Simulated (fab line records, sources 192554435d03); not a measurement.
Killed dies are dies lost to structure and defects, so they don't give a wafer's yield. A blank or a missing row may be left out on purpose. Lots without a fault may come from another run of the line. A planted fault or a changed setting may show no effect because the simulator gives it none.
fab line records | flow n5_finfet
record lots=7 wafers=21
route steps=1938 shown BEOL_M4@1048 BEOL_M5@1115
start_h: hours from the record's first day to the start of the lot's first wafer shown | wait_h: hours since the lot's step before | " the same as in the row above | L1.1+2: a row that stands for several wafers | - no value, or no start given | * or withheld: withheld | < > ~ a bound
route shown NAME@n: a module of which the file shows steps, and the number in the route of the first | usual: mean/standard deviation of fault-free wafers | same: alike in all rows | chamber/n: place in a boat | sites: the reading at each site | _std_site: their standard deviation | _edge_site: outer sites' mean less inner sites' | radius_mm: how far each site lies from the wafer's centre | mask NAME#n: copy n | behind: the tool/chamber that last shaped the wafer | hold: why the lot was held/for how many hours/how that ended | device: the transistor (n, p or np) that didn't switch | end of line: the same wafers' tests at the end of the route | a step without rows: its recipe alone | killed: dies lost to structure and defects at the first sort, not the wafer's yield | map: a wafer's dies, x killed, . not, _ none there
set.NAME: the setting as run; set.NAME@STEP: as run at that earlier step | model.NAME: the simulator's own value behind a step, which no gauge read
lots whose settings were changed on purpose; a table a step, a row a wafer
## steps
# step N5_BEOL_M4_COAT_68
# recipe resist=SiARC temp_c=220 time_s=60 spin_rpm=1500 resist_thk_nm=12
# columns lot.wafer tool chamber start_h wait_h set.spin_rpm model.SiARC_of_BEOL_M4_COAT_68.thk_nm
L074.2 litho_track-05 0 - - 1433 12.2
L074.4+6 " 0 " " 1500 12
L080.2 litho_track-05 0 - - 1500 12
L080.5 " 0 " " 1581 11.8
L080.6 " 0 " " 1581 11.6
L081.1 litho_track-02 0 - - 1413 12.4
L081.3+5 " 0 " " 1500 12
L084.2 litho_track-05 0 - - 1500 12
L084.3+4 " 0 " " 1630 11.6
L085.1+2+3 litho_track-03 0 - - 1500 12
L089.1+4 litho_track-03 0 - - 1449 12.2
L089.6 " 0 " " 1500 12
L094.1+2+6 litho_track-03 0 - - 1500 12
# step N5_BEOL_M4_COAT_76
# recipe resist=underlayer temp_c=205 time_s=60 spin_rpm=1500 resist_thk_nm=5
# step N5_BEOL_M4_COAT_22
# recipe resist=CAR-EUV spin_rpm=1500 resist_thk_nm=30
# step N5_BEOL_M4_DESCUM_33
# recipe chemistry=O2 time_s=7 source_power_w=50 bias_power_w=20 pressure_mtorr=20 rf_frequency_hz=2.712e+07 temp_c=40 resist=CAR-EUV o2_flow_sccm=225
# step N5_BEOL_M4_ETCH_77
# recipe chemistry=N2/H2 target=underlayer target_depth_a=65 mask_material=CAR-EUV time_s=5.2 ion_energy_ev=200 pressure_mtorr=30 source_w=840 bias_w=150 n2_flow_sccm=200 h2_flow_sccm=200 ends=cleared
# step N5_BEOL_M4_ETCH_69
# recipe chemistry=CF4 target=SiARC target_depth_a=156 mask_material=CAR-EUV time_s=26 ion_energy_ev=80 pressure_mtorr=40 source_w=545 bias_w=36 Ar_flow_sccm=100 cf4_flow_sccm=100 ends=cleared
# columns lot.wafer tool chamber start_h wait_h set.spin_rpm@BEOL_M4_COAT_68 model.etch.depth_nm
L074.2 rie_diel-02 3 152.84 0.0 1433 12.27
L074.4 " 1 " " 1500 12.01
L074.6 " 3 " " 1500 11.97
L080.2 rie_diel-02 2 194.61 0.0 1500 12.01
L080.5 " 2 " " 1581 11.71
L080.6 " 1 " " 1581 11.67
L081.1 rie_diel-02 3 210.85 0.0 1413 12.34
L081.3 " 2 " " 1500 11.97
L081.5 " 0 " " 1500 11.99
L084.2 rie_diel-04 3 231.31 0.0 1500 12.04
L084.3+4 " 2,0 " " 1630 11.58
L085.1+2 rie_diel-02 0,2 236.29 0.0 1500 12.01
L085.3 " 1 " " 1500 11.98
L089.1 rie_diel-02 0 264.48 0.0 1449 12.28
L089.4 " 3 " " 1449 12.26
L089.6 " 0 " " 1500 12.06
L094.1 rie_diel-03 1 287.23 0.0 1500 12.04
L094.2 " 0 " " 1500 12
L094.6 " 0 " " 1500 11.99
# step N5_BEOL_M4_ALD_98
# recipe material=SiO2 target_thk_a=25 temp_c=100 ald_precursor_family=BDEAS ald_co_reactant=O2-plasma pulse_time_s=1 co_reactant_pulse_time_s=1 purge_time_s=2 co_reactant_purge_time_s=2 ald_cycles=17 pressure_torr=2
# step N5_BEOL_M4_ETCHBACK_99
# recipe chemistry=CHF3 target=SiO2 target_depth_a=50 time_s=10.4 source_w=215 bias_w=47 Ar_flow_sccm=200 CHF3_flow_sccm=12 ion_energy_ev=100 pressure_mtorr=30
# step N5_BEOL_M4_ETCH_70
# recipe chemistry=N2/H2 target=SOC target_depth_a=800 overetch_a=240 mask_material=SiARC temp_c=40 time_s=130 ion_energy_ev=200 pressure_mtorr=30 source_w=840 bias_w=150 n2_flow_sccm=200 h2_flow_sccm=200
# columns lot.wafer tool chamber start_h wait_h set.spin_rpm@BEOL_M4_COAT_67 model.etch.depth_nm
L074.2 rie_diel-04 3 156.79 0.0 1500 59.91
L074.4 " 2 " " 1637 57.44
L074.6 " 3 " " 1500 59.85
L080.2 rie_diel-02 0 200.00 0.0 1543 59.08
L080.5 " 0 " " 1500 59.92
L080.6 " 1 " " 1500 60.03
L081.1 rie_diel-02 0 216.12 0.0 1500 59.78
L081.3 " 3 " " 1500 59.86
L081.5 " 2 " " 1652 56.88
L084.2 rie_diel-02 0 234.56 0.0 1500 60.27
L084.3 " 2 " " 1658 57.44
L084.4 " 3 " " 1658 57.31
L085.1 rie_diel-04 0 236.97 0.0 1500 60.14
L085.2 " 3 " " 1500 60.19
L085.3 " 1 " " 1349 63.59
L089.1 rie_diel-03 3 271.10 0.0 1358 63.04
L089.4 " 0 " " 1358 63.11
L089.6 " 2 " " 1500 60.22
L094.1 rie_diel-03 0 293.84 0.0 1500 59.93
L094.2 " 2 " " 1500 60.05
L094.6 " 2 " " 1500 60.02
# step N5_BEOL_M4_STRIP_71
# recipe chemistry=N2/H2 temp_c=40 n2_flow_sccm=200 h2_flow_sccm=200 rf_frequency_hz=6e+07
# step N5_BEOL_M4_STRIP_78
# recipe chemistry=N2/H2 temp_c=40 n2_flow_sccm=200 h2_flow_sccm=200 rf_frequency_hz=6e+07
# step N5_BEOL_M4_VIA_ETCH_34
# recipe chemistry=C4F6/O2 target_depth_a=694 mask_material=SOC pressure_mtorr=15 ion_energy_ev=250 taper_deg=4 time_s=65.9 source_w=350 bias_w=170 Ar_flow_sccm=300 C4F6_flow_sccm=10 O2_flow_sccm=10
# columns lot.wafer tool chamber start_h wait_h set.spin_rpm@BEOL_M4_COAT_67 model.SOC_of_BEOL_M4_COAT_67.thk_nm
L074.2+6 rie_diel-04 3 156.90 0.0 1500 51.6
L074.4 " 2 " " 1637 49.6
L080.2 rie_diel-02 0 200.11 0.0 1543 50.8
L080.5 " 0 " " 1500 51.6
L080.6 " 1 " " 1500 52
L081.1+3 rie_diel-02 0,3 216.22 0.0 1500 51.6
L081.5 " 2 " " 1652 48.8
L084.2 rie_diel-02 0 234.67 0.0 1500 52.2
L084.3 " 2 " " 1658 49.4
L084.4 " 3 " " 1658 49
L085.1 rie_diel-04 0 237.08 0.0 1500 51.8
L085.2 " 3 " " 1500 52
L085.3 " 1 " " 1349 55
L089.1+4 rie_diel-03 3,0 271.21 0.0 1358 55
L089.6 " 2 " " 1500 52
L094.1 rie_diel-03 0 293.95 0.0 1500 51.8
L094.2+6 " 2 " " 1500 52
# step N5_BEOL_M5_PECVD_70
# recipe material=SiO2 target_thk_a=160 temp_c=400 precursor=TEOS/O2 pressure_torr=5.5 rf_w=450 teos_flow_sccm=53.8 gas=O2 flow_sccm=3000 time_s=18
# columns lot.wafer tool chamber start_h wait_h set.temp_c model.SiO2_of_BEOL_M5_PECVD_70.thk_nm
L074.2 pecvd-03 2 163.50 0.0 400 15.6
L074.4 " 0 " " 387.4 17.4
L074.6 " 1 " " 387.4 17
L080.2 pecvd-02 1 206.41 0.0 400 16
L080.5 " 1 " " 400 16.2
L080.6 " 2 " " 410.5 15.2
L081.1 pecvd-01 0 221.98 0.0 400 15.8
L081.3 " 2 " " 416.3 14.2
L081.5 " 1 " " 400 16.2
L084.2 pecvd-03 1 240.90 0.0 400 15.4
L084.3 " 2 " " 409.6 14.8
L084.4 " 1 " " 400 16
L085.1+2 pecvd-03 1,2 243.24 0.0 400 15.6
L085.3 " 2 " " 400 16
L089.1 pecvd-01 1 278.60 0.0 400 15.6
L089.4 " 2 " " 400 16
L089.6 " 1 " " 400 15.8
L094.1 pecvd-01 0 300.32 0.0 400 15.6
L094.2 " 2 " " 400 16
L094.6 " 2 " " 400 16.2
# step N5_BEOL_M5_EXPOSE_08
# recipe mask_id=M5 na=0.33 source_shape=annular sigma_inner=0.4 sigma_outer=0.8 polarization=unpolarized target_cd_nm=28 dose_mj=35.75
# columns lot.wafer tool chamber start_h wait_h mask set.dose_mj
L074.2+4+6 euv_scanner-02 0 164.25 - M5#0 35.75
L080.2+5 euv_scanner-02 0 206.79 - M5#0 34.26
L080.6 " 0 " " M5#0 35.75
L081.1+3 euv_scanner-02 0 226.37 - M5#0 37.25
L081.5 " 0 " " M5#0 35.75
L084.2+3 euv_scanner-02 0 242.33 - M5#0 35.75
L084.4 " 0 " " M5#0 37.51
L085.1 euv_scanner-02 0 244.56 - M5#0 35.75
L085.2+3 " 0 " " M5#0 34.2
L089.1+6 euv_scanner-01 0 280.40 - M5#0 37.38
L089.4 " 0 " " M5#0 35.75
L094.1+2+6 euv_scanner-02 0 300.87 - M5#0 35.75
# step N5_BEOL_M5_PEB_09
# recipe peb_temp_c=100 peb_time_s=60 resist=CAR-EUV
# step N5_BEOL_M5_DEVELOP_10
# recipe develop_time_s=30 developer=TMAH resist=CAR-EUV rinse_liquid=surfactant_rinse dry=air_spin dev_temp_c=23
# step N5_BEOL_M5_CD_MEAS_11
# recipe target_cd_nm=27.74 landing_energy_ev=500 detector=se_inlens
# usual cd_nm=27.92/0.28
# columns lot.wafer tool chamber start_h wait_h set.dose_mj@BEOL_M5_EXPOSE_08 cd_nm
L074.2 cd_sem-02 0 164.38 - 35.75 27.85
L074.4 " 0 " " 35.75 27.63
L074.6 " 0 " " 35.75 28.20
L080.2 cd_sem-03 0 206.91 - 34.26 26.95
L080.5 " 0 " " 34.26 27.23
L080.6 " 0 " " 35.75 27.91
L081.1 cd_sem-03 0 226.50 - 37.25 29.00
L081.3 " 0 " " 37.25 28.89
L081.5 " 0 " " 35.75 28.08
L084.2 cd_sem-02 0 242.45 - 35.75 27.82
L084.3 " 0 " " 35.75 27.60
L084.4 " 0 " " 37.51 29.10
L085.1 cd_sem-03 0 244.69 - 35.75 28.27
L085.2 " 0 " " 34.2 26.81
L085.3 " 0 " " 34.2 26.94
L089.1 cd_sem-02 0 280.52 - 37.38 28.64
L089.4 " 0 " " 35.75 27.88
L089.6 " 0 " " 37.38 29.09
L094.1 cd_sem-01 0 301.00 - 35.75 28.10
L094.2 " 0 " " 35.75 28.16
L094.6 " 0 " " 35.75 27.75
# step N5_BEOL_M5_DESCUM_16
# recipe chemistry=O2 time_s=7 source_power_w=50 bias_power_w=20 pressure_mtorr=20 rf_frequency_hz=2.712e+07 temp_c=40 resist=CAR-EUV o2_flow_sccm=225
# columns lot.wafer tool chamber start_h wait_h set.dose_mj@BEOL_M5_EXPOSE_08 model.BEOL_M5.cd_nm
L074.2+4+6 rie_diel-01 0,1,3 165.02 0.6 35.75 28
L080.2 rie_diel-01 2 207.03 0.0 34.26 26.8
L080.5 " 2 " " 34.26 27
L080.6 " 3 " " 35.75 28
L081.1 rie_diel-06 3 226.67 0.1 37.25 29
L081.3 " 1 " " 37.25 28.8
L081.5 " 1 " " 35.75 28
L084.2 rie_diel-01 1 242.57 0.0 35.75 27.8
L084.3 " 3 " " 35.75 27.6
L084.4 " 0 " " 37.51 29
L085.1 rie_diel-05 0 244.81 0.0 35.75 28.4
L085.2 " 2 " " 34.2 27.2
L085.3 " 3 " " 34.2 27
L089.1 rie_diel-06 2 281.01 0.4 37.38 28.6
L089.4 " 3 " " 35.75 28
L089.6 " 0 " " 37.38 28.8
L094.1 rie_diel-06 2 301.12 0.0 35.75 28
L094.2+6 " 0,1 " " 35.75 27.8
# step N5_BEOL_M5_ETCH_72
# recipe chemistry=N2/H2 target=underlayer target_depth_a=65 mask_material=CAR-EUV time_s=5.2 ion_energy_ev=200 pressure_mtorr=30 source_w=840 bias_w=150 n2_flow_sccm=200 h2_flow_sccm=200 ends=cleared
# columns lot.wafer tool chamber start_h wait_h set.dose_mj@BEOL_M5_EXPOSE_08 model.BEOL_M5.cd_nm
L074.2+4 rie_diel-01 0,1 165.06 0.0 35.75 28
L074.6 " 3 " " 35.75 27.8
L080.2 rie_diel-01 2 207.07 0.0 34.26 26.8
L080.5 " 2 " " 34.26 27
L080.6 " 3 " " 35.75 28
L081.1 rie_diel-06 3 226.70 0.0 37.25 29
L081.3 " 1 " " 37.25 28.6
L081.5 " 1 " " 35.75 27.8
L084.2 rie_diel-01 1 242.61 0.0 35.75 27.8
L084.3 " 3 " " 35.75 27.4
L084.4 " 0 " " 37.51 29
L085.1 rie_diel-05 0 244.84 0.0 35.75 28.6
L085.2+3 " 2,3 " " 34.2 27.2
L089.1 rie_diel-06 2 281.05 0.0 37.38 28.6
L089.4 " 3 " " 35.75 28
L089.6 " 0 " " 37.38 28.8
L094.1 rie_diel-06 2 301.16 0.0 35.75 27.8
L094.2+6 " 0,1 " " 35.75 27.6
# step N5_BEOL_M5_ETCH_61
# recipe chemistry=CF4 target=SiARC target_depth_a=156 mask_material=CAR-EUV time_s=26 ion_energy_ev=80 pressure_mtorr=40 source_w=545 bias_w=36 Ar_flow_sccm=100 cf4_flow_sccm=100 ends=cleared
# step N5_BEOL_M5_ETCH_62
# recipe chemistry=N2/H2 target=SOC target_depth_a=750 overetch_a=150 mask_material=SiARC temp_c=40 time_s=112.5 ion_energy_ev=200 pressure_mtorr=30 source_w=840 bias_w=150 n2_flow_sccm=200 h2_flow_sccm=200
# columns lot.wafer tool chamber start_h wait_h set.dose_mj@BEOL_M5_EXPOSE_08 model.BEOL_M5.cd_nm
L074.2 rie_diel-01 0 165.10 0.0 35.75 28.4
L074.4 " 1 " " 35.75 28.2
L074.6 " 3 " " 35.75 28
L080.2 rie_diel-01 2 207.11 0.0 34.26 26.6
L080.5 " 2 " " 34.26 27
L080.6 " 3 " " 35.75 28
L081.1 rie_diel-06 3 226.75 0.0 37.25 29.2
L081.3 " 1 " " 37.25 28.8
L081.5 " 1 " " 35.75 28
L084.2 rie_diel-01 1 242.65 0.0 35.75 27.8
L084.3 " 3 " " 35.75 27.2
L084.4 " 0 " " 37.51 29.2
L085.1 rie_diel-05 0 244.89 0.0 35.75 28.4
L085.2 " 2 " " 34.2 27.2
L085.3 " 3 " " 34.2 27
L089.1 rie_diel-06 2 281.09 0.0 37.38 28.4
L089.4 " 3 " " 35.75 27.8
L089.6 " 0 " " 37.38 28.8
L094.1+2+6 rie_diel-06 2,0,1 301.20 0.0 35.75 27.8
# step N5_BEOL_M5_STRIP_63
# recipe chemistry=N2/H2 temp_c=40 n2_flow_sccm=200 h2_flow_sccm=200 rf_frequency_hz=6e+07
# step N5_BEOL_M5_STRIP_73
# recipe chemistry=N2/H2 temp_c=40 n2_flow_sccm=200 h2_flow_sccm=200 rf_frequency_hz=6e+07
# step N5_BEOL_M5_STRIP_64
# recipe chemistry=CF4 resist=SiARC power_w=300 bias_power_w=75 pressure_mtorr=50 cf4_flow_sccm=150 rf_frequency_hz=6e+07
# step N5_BEOL_M5_HM_OPEN_17
# recipe chemistry=Cl2/BCl3 target_depth_a=200 overetch_a=60 target=TiN mask_material=SOC ion_energy_ev=150 pressure_mtorr=10 icp_w=1000 bias_w=126 Cl2_flow_sccm=53.25 bcl3_flow_sccm=21.75 Ar_flow_sccm=25
# columns lot.wafer tool chamber start_h wait_h set.dose_mj@BEOL_M5_EXPOSE_08 model.BEOL_M5.cd_nm
L074.2 rie_metal-01 0 165.27 0.0 35.75 28.4
L074.4 " 1 " " 35.75 28.2
L074.6 " 1 " " 35.75 28
L080.2 rie_metal-01 1 207.28 0.0 34.26 26.6
L080.5 " 0 " " 34.26 27
L080.6 " 1 " " 35.75 28
L081.1 rie_metal-02 1 226.92 0.0 37.25 29
L081.3 " 1 " " 37.25 28.6
L081.5 " 0 " " 35.75 27.8
L084.2 rie_metal-02 0 242.82 0.0 35.75 27.8
L084.3 " 1 " " 35.75 27
L084.4 " 0 " " 37.51 29
L085.1 rie_metal-01 1 245.06 0.0 35.75 28.2
L085.2 " 0 " " 34.2 27.2
L085.3 " 1 " " 34.2 27
L089.1 rie_metal-01 0 281.26 0.0 37.38 28.4
L089.4 " 0 " " 35.75 27.8
L089.6 " 0 " " 37.38 28.8
L094.1 rie_metal-03 1 301.37 0.0 35.75 27.6
L094.2+6 " 0 " " 35.75 27.8
# step N5_BEOL_M5_STRIP_19
# recipe chemistry=O2 power_w=400 temp_c=40 pressure_mtorr=30 rf_frequency_hz=6e+07 bias_power_w=0 overash_fraction=0.2 o2_flow_sccm=225
# step N5_BEOL_M5_CD_MEAS_18
# recipe pitch_nm=56 target_cd_nm=28
# usual cd_nm=27.9/0.39
# columns lot.wafer tool chamber start_h wait_h set.dose_mj@BEOL_M5_EXPOSE_08 cd_nm
L074.2 cd_sem-02 - 165.56 0.1 35.75 28.7
L074.4 " - " " 35.75 28.3
L074.6 " - " " 35.75 28.1
L080.2 cd_sem-03 - 207.48 0.1 34.26 26.4
L080.5 " - " " 34.26 26.9
L080.6 " - " " 35.75 27.7
L081.1 cd_sem-02 - 227.10 0.0 37.25 29.4
L081.3 " - " " 37.25 28.7
L081.5 " - " " 35.75 27.7
L084.2 cd_sem-02 - 243.00 0.1 35.75 27.4
L084.3 " - " " 35.75 27.0
L084.4 " - " " 37.51 29.3
L085.1 cd_sem-03 - 245.42 0.0 35.75 28.2
L085.2 " - " " 34.2 26.9
L085.3 " - " " 34.2 26.9
L089.1 cd_sem-01 - 281.59 0.0 37.38 28.7
L089.4 " - " " 35.75 27.7
L089.6 " - " " 37.38 28.7
L094.1 cd_sem-02 - 301.55 0.0 35.75 27.3
L094.2 " - " " 35.75 27.7
L094.6 " - " " 35.75 27.9
# step N5_BEOL_M5_COAT_65
# recipe resist=SOC temp_c=250 time_s=60 spin_rpm=1500 resist_thk_nm=60
# step N5_BEOL_M5_COAT_66
# recipe resist=SiARC temp_c=220 time_s=60 spin_rpm=1500 resist_thk_nm=12
# step N5_BEOL_M5_STRIP_91
# recipe chemistry=N2/H2 time_s=10 power_w=450 temp_c=40 pressure_mtorr=20 rf_frequency_hz=6e+07 bias_power_w=7 n2_flow_sccm=200 h2_flow_sccm=200
# step N5_BEOL_M5_HM_STRIP_39
# recipe chemistry=peroxide_tin_strip material=TiN target_depth_a=250 temp_c=50 time_s=158
# columns lot.wafer tool chamber start_h wait_h set.temp_c@BEOL_M5_PECVD_70 model.SiO2_of_BEOL_M5_PECVD_70.thk_nm
L074.2 wet_bench-02 1 166.92 0.0 400 15.4
L074.4 " 0 " " 387.4 17.2
L074.6 " 5 " " 387.4 16.8
L080.2+5 wet_bench-02 0,2 209.15 0.0 400 16
L080.6 " 7 " " 410.5 15
L081.1 wet_bench-05 4 229.17 0.0 400 15.8
L081.3 " 7 " " 416.3 14
L081.5 " 5 " " 400 16
L084.2 wet_bench-02 7 244.04 0.0 400 15.4
L084.3 " 4 " " 409.6 14.6
L084.4 " 3 " " 400 15.8
L085.1 wet_bench-05 7 247.96 0.0 400 15.6
L085.2 " 5 " " 400 15.4
L085.3 " 4 " " 400 15.8
L089.1 wet_bench-02 4 282.67 0.1 400 15.6
L089.4+6 " 2,3 " " 400 15.8
L094.1 wet_bench-05 2 302.60 0.0 400 15.4
L094.2 " 4 " " 400 15.8
L094.6 " 5 " " 400 16
# step N5_BEOL_M5_SRD_40
# recipe time_s=30 temp_c=23 rinse_liquid=diw dry=ipa_marangoni
# step N5_BEOL_M5_PRECLEAN_42
# recipe chemistry=residue_remover time_s=60 temp_c=40
# step N5_BEOL_M5_SRD_43
# recipe time_s=30 temp_c=23 rinse_liquid=diw dry=ipa_marangoni
# step N5_BEOL_M5_CD_MEAS_35
# recipe target_cd_nm=28 target_cd_y_nm=24 polarity=opening
# usual cd_nm=27.9/0.38
# columns lot.wafer tool chamber start_h wait_h set.dose_mj@BEOL_M5_EXPOSE_08 cd_nm
L074.2 cd_sem-02 - 167.04 0.0 35.75 28.0
L074.4 " - " " 35.75 28.3
L074.6 " - " " 35.75 27.8
L080.2 cd_sem-02 - 209.27 0.0 34.26 26.5
L080.5 " - " " 34.26 27.0
L080.6 " - " " 35.75 28.4
L081.1 cd_sem-02 - 229.29 0.0 37.25 28.6
L081.3 " - " " 37.25 28.2
L081.5 " - " " 35.75 27.8
L084.2 cd_sem-03 - 244.17 0.0 35.75 28.0
L084.3 " - " " 35.75 27.2
L084.4 " - " " 37.51 28.6
L085.1 cd_sem-02 - 248.08 0.0 35.75 28.4
L085.2 " - " " 34.2 27.2
L085.3 " - " " 34.2 26.6
L089.1 cd_sem-01 - 282.79 0.0 37.38 28.7
L089.4 " - " " 35.75 27.6
L089.6 " - " " 37.38 29.0
L094.1 cd_sem-02 - 302.72 0.0 35.75 27.5
L094.2 " - " " 35.75 28.1
L094.6 " - " " 35.75 27.8
## key
split step=N5_BEOL_M4_COAT_68 setting=spin_rpm stated=1500 by=wafer
response step=N5_BEOL_M4_COAT_68 reading=model.SiARC_of_BEOL_M4_COAT_68.thk_nm change=-0.053 per=1% r=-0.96
response step=N5_BEOL_M4_ETCH_69 reading=model.etch.depth_nm change=-0.058 per=1% r=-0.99
split step=N5_BEOL_M5_PECVD_70 setting=temp_c stated=400 by=wafer
response step=N5_BEOL_M5_PECVD_70 reading=model.SiO2_of_BEOL_M5_PECVD_70.thk_nm change=-0.431 per=1% r=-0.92
response step=N5_BEOL_M5_HM_STRIP_39 reading=model.SiO2_of_BEOL_M5_PECVD_70.thk_nm change=-0.455 per=1% r=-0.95
split step=N5_BEOL_M5_EXPOSE_08 setting=dose_mj stated=35.75 by=wafer
response step=N5_BEOL_M5_CD_MEAS_11 reading=cd_nm change=+0.247 per=1% r=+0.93
response step=N5_BEOL_M5_DESCUM_16 reading=model.BEOL_M5.cd_nm change=+0.239 per=1% r=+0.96
response step=N5_BEOL_M5_ETCH_72 reading=model.BEOL_M5.cd_nm change=+0.252 per=1% r=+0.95
response step=N5_BEOL_M5_ETCH_62 reading=model.BEOL_M5.cd_nm change=+0.272 per=1% r=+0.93
response step=N5_BEOL_M5_HM_OPEN_17 reading=model.BEOL_M5.cd_nm change=+0.258 per=1% r=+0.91
response step=N5_BEOL_M5_CD_MEAS_18 reading=cd_nm change=+0.311 per=1% r=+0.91
response step=N5_BEOL_M5_CD_MEAS_35 reading=cd_nm change=+0.27 per=1% r=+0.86
split outside_this_file step=N5_BEOL_M4_COAT_67 setting=spin_rpm
# split outside_this_file: this setting was split too, and the file shows its column; the key of that split is in another file
